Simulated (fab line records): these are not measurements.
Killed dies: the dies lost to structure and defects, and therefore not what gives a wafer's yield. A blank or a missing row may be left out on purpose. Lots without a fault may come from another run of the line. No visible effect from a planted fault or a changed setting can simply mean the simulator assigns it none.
Chamber matching ; flow n5_finfet ; N5_BEOL_M7_ETCH_61 on rie_diel-05: 3 sister chambers
The step etches SiARC in CF4, target depth 45.5 nm, time 75.8 s. 3 wafers are shown with their chamber, then 6 later ones without.

## WAFERS WITH THEIR CHAMBER
wafer;chamber;showerhead_plenum_p_Torr (Torr)
L086.2;1;2.25
L084.2;2;2.06
L084.4;3;2.09

## WAFERS WITH NO CHAMBER GIVEN
wafer;showerhead_plenum_p_Torr (Torr)
L084.5;2.09
L093.3;2.05
L093.5;2.25
L095.1;2.05
L095.2;2.24
L095.3;2.08

## THE CHAMBER EACH PASSED THROUGH
wafer;from the rows above;in truth
L084.5;3;3
L093.3;2;2
L093.5;1;1
L095.1;2;2
L095.2;1;1
L095.3;can't be placed: 3 or 2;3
Placed correctly: 5 of 6. Cannot be placed on the basis of these rows: 1; the candidates contain the true chamber in 1. Placed wrongly: 0.
How it was worked out, from the rows above alone: a wafer's distance from a chamber is the root of the sum, over the readings, of the square of ((its reading less the chamber's mean) divided by the reading's scatter). If the next closest chamber is less than 2 further off than the closest, the wafer can't be placed; otherwise it belongs to the closest. The mean given for a chamber averages the wafers shown for that chamber. The scatter: with one shown wafer a chamber, the root of the mean of the squares of how far each hidden wafer lies from its nearest shown one.
